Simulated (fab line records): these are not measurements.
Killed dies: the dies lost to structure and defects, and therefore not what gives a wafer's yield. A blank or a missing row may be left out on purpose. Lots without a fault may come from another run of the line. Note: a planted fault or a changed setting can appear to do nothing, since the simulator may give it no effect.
Which of the tools did it?	flow n5 finfet	10 lots with 25 wafers sampled at 4 steps, on a route of 1938 steps

WHAT THE GAUGES READ, wafer by wafer
N5_FIN_SAQP_INSPECT_40: inspects for defects (brightfield).
lot	measured	on	raw defect count
L845	day 2 08:01	defect inspect-01	262 242 300
L847	day 2 21:12	defect inspect-02	246 288
L848	day 3 02:55	defect inspect-02	201 311
L850	day 3 14:16	defect inspect-02	277 270
L854	day 4 14:53	defect inspect-02	579 588 598
L855	day 4 21:11	defect inspect-01	141 362
L856	day 5 03:23	defect inspect-01	254 186 310
L858	day 5 14:03	defect inspect-01	574 662 616
L861	day 6 08:34	defect inspect-01	237 295
L863	day 6 19:43	defect inspect-02	244 295 252

WHAT TOOL EACH LOT RAN ON (gives the tool, then ch and the chambers of the sampled wafers, and finally the start)
lot	N5_FIN_SAQP_SPACER1_ETCHBACK_25	N5_FIN_SAQP_ETCH_69	N5_FIN_SAQP_HM_OPEN_33
L845	rie diel-01 ch 0,1, day 2 05:28	rie diel-05 ch 0,1,3, day 2 06:34	rie diel-05 ch 0,2,3, day 2 07:30
L847	rie diel-04 ch 0,2, day 2 18:37	rie diel-01 ch 0,2, day 2 19:32	rie diel-01 ch 0,3, day 2 20:40
L848	rie diel-05 ch 0,2, day 3 00:19	rie diel-05 ch 0,1, day 3 01:14	rie diel-05 ch 2,3, day 3 02:23
L850	rie diel-01 ch 1, day 3 11:52	rie diel-05 ch 0,3, day 3 12:52	rie diel-04 ch 1,2, day 3 13:44
L854	rie diel-01 ch 2,3, day 4 12:12	rie diel-04 ch 0,2, day 4 13:19	rie diel-05 ch 0,1,3, day 4 14:20
L855	rie diel-04 ch 1,3, day 4 18:47	rie diel-05 ch 0,1, day 4 19:44	rie diel-05 ch 0,2, day 4 20:40
L856	rie diel-05 ch 0,2, day 5 00:48	rie diel-01 ch 1,2,3, day 5 01:46	rie diel-01 ch 0,1,2, day 5 02:50
L858	rie diel-01 ch 0,1, day 5 11:40	rie diel-01 ch 2,3, day 5 12:38	rie diel-01 ch 0,1, day 5 13:31
L861	rie diel-05 ch 0,3, day 6 06:11	rie diel-05 ch 0,1, day 6 07:06	rie diel-01 ch 1,2, day 6 08:02
L863	rie diel-05 ch 1,2,3, day 6 17:23	rie diel-05 ch 0,1,3, day 6 18:18	rie diel-05 ch 0,1,3, day 6 19:11
- N5_FIN_SAQP_SPACER1_ETCHBACK_25: etches SiO2 in CHF3/O2, target depth 24.4 nm, time 12.2 s.
- N5_FIN_SAQP_ETCH_69: etches SOC in N2/H2, stops on SiNx, target depth 150 nm.
- N5_FIN_SAQP_HM_OPEN_33: chemistry CH3F/O2, target SiNx, target depth 49.4 nm, time 70.6 s.

THE ANSWER, worked out from the rows above alone
Rule: what is usual is taken from the lots themselves. Put in order of their means at a reading, lots are off if they are a third of the lots or fewer, leave a main group of 4 or more, and stand apart from it by a gap of 3 or more times the standard deviation of the main group's means; of several such gaps the widest counts. A main group whose means are all the same, to the digits that the tables above print for the reading, isn't used. Also off: a lot with no number at a reading for which 4 or more lots have one. The other lots that the step has rows for count as sound.
Off: L854, L858 (N5_FIN_SAQP_INSPECT_40, raw defect count). Main group: mean 262, sd 7.9.
A tool fits if, at a process step before that reading, it ran every lot that is off, and no sound lot after the first of them. Gauges at N5_FIN_SAQP_INSPECT_40: tried the same way as those tools. One fits: N5_FIN_SAQP_SPACER1_ETCHBACK_25 on rie diel-01. A fault onset in the window from L850 (day 3 11:52, its last sound lot) to L854 (day 4 12:12, its first lot off) fits.

WHAT THE SIMULATOR PUT IN
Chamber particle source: rie diel-01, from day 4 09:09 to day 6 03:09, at N5_FIN_SAQP_SPACER1_ETCHBACK_25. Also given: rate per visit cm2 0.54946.
Struck lots among those shown: L854, L858. The rule given above showed the same thing.
